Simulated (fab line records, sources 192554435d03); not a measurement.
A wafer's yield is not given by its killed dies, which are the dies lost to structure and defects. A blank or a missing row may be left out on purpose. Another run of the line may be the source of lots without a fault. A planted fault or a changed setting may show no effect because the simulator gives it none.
Lot-split experiment	flow n5-finfet	route with 1938 steps; 7 lots, 21 wafers read

## THE SPLIT ITSELF
At N5_BEOL_M11_EXPOSE_25 (exposes mask V10), the setting dose-mj was moved away from the recipe's 85.5 on 4 of the 21 wafers read, by -3.9% to +4.6%. For the rest of the wafers, this setting stayed at what the recipe calls for.

## FROM THE SPLIT TO THE READING: what the file shows between them, 2 steps
- N5_BEOL_M11_PEB_26: peb time 60 s
- N5_BEOL_M11_DEVELOP_27: develop time 30 s

## THE READING
At N5_BEOL_M11_CD_MEAS_28: cd-nm in nanometres, against a target cd of 70 nm. A value of 70.0 nm with a standard deviation of 0.89 nm is what fault-free wafers of this fab line usually give.

wafer	tool, chamber at the split	dose-mj as run	against the recipe	cd-nm, nm	against lot-mates on the recipe
L074.1	arfi-scanner-02, 0	85.5	recipe	71.0	-
L074.3	arfi-scanner-02, 0	85.5	recipe	70.9	-
L074.6	arfi-scanner-02, 0	85.5	recipe	70.2	-
L078.3	arfi-scanner-02, 0	85.5	recipe	71.2	-
L078.4	arfi-scanner-02, 0	82.4	-3.6%	67.3	-3.3
L078.6	arfi-scanner-02, 0	85.5	recipe	69.9	-
L081.1	arfi-scanner-03, 0	85.5	recipe	70.6	-
L081.4	arfi-scanner-03, 0	85.5	recipe	70.5	-
L081.6	arfi-scanner-03, 0	85.5	recipe	70.8	-
L084.2	arfi-scanner-01, 0	83.38	-2.5%	68.8	-0.8
L084.3	arfi-scanner-01, 0	85.5	recipe	70.3	-
L084.5	arfi-scanner-01, 0	85.5	recipe	68.8	-
L087.4	arfi-scanner-01, 0	85.5	recipe	69.2	-
L087.5	arfi-scanner-01, 0	85.5	recipe	68.5	-
L087.6	arfi-scanner-01, 0	85.5	recipe	70.3	-
L093.1	arfi-scanner-02, 0	85.5	recipe	68.9	-
L093.2	arfi-scanner-02, 0	85.5	recipe	69.5	-
L093.6	arfi-scanner-02, 0	89.4	+4.6%	72.7	+3.5
L092.3	arfi-scanner-02, 0	82.17	-3.9%	67.8	-3.0
L092.5	arfi-scanner-02, 0	85.5	recipe	71.3	-
L092.6	arfi-scanner-02, 0	85.5	recipe	70.2	-

THE FIT
A straight line over all 21 wafers: cd-nm changes by +0.618 nm for each +1% of dose-mj; r = +0.79; the points scatter about the line by 0.81 nm.
The same after taking each lot's own level away (the mean of its wafers on the recipe; 21 wafers): +0.746 nm for each +1%; r = +0.91; scatter 0.58 nm.
Per that fit: largest dose-mj move, reading shift of 3.4 nm.
Across the lots, their own levels run from 69.20 to 70.75 nm, a range of 1.7 times the standard deviation given above.
So the lot-to-lot level blurs the effect unless lot-mates are compared.
Check: with one of the wafers moved furthest among these (+4.6%) left out of the fit, the line predicts +3.37 nm for it against its lot-mates. It came out at +3.5 nm against them.

## THESE WAFERS: OTHER SPLITS
Note: prior to the reading, these wafers also went through further splits. Each is held against what the fit with the lots' levels taken away leaves over:
other split on the same wafers	wafers away from the commonest value	r with cd-nm (lot level and that fit taken away)
N5_BEOL_M6_TRENCH_ETCH_37 bias-w	8	+0.01
N5_BEOL_M7_DEP_56 time-s	8	-0.02
N5_BEOL_M8_ILD_DEP_00 time-s	9	+0.09
N5_BEOL_M9_COAT_75 spin-rpm	10	+0.15
N5_BEOL_M10_ETCH_41 source-w	10	-0.04

## FILE'S OWN FIT
cd-nm changes by +0.744 nm for each +1% of dose-mj, r = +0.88.
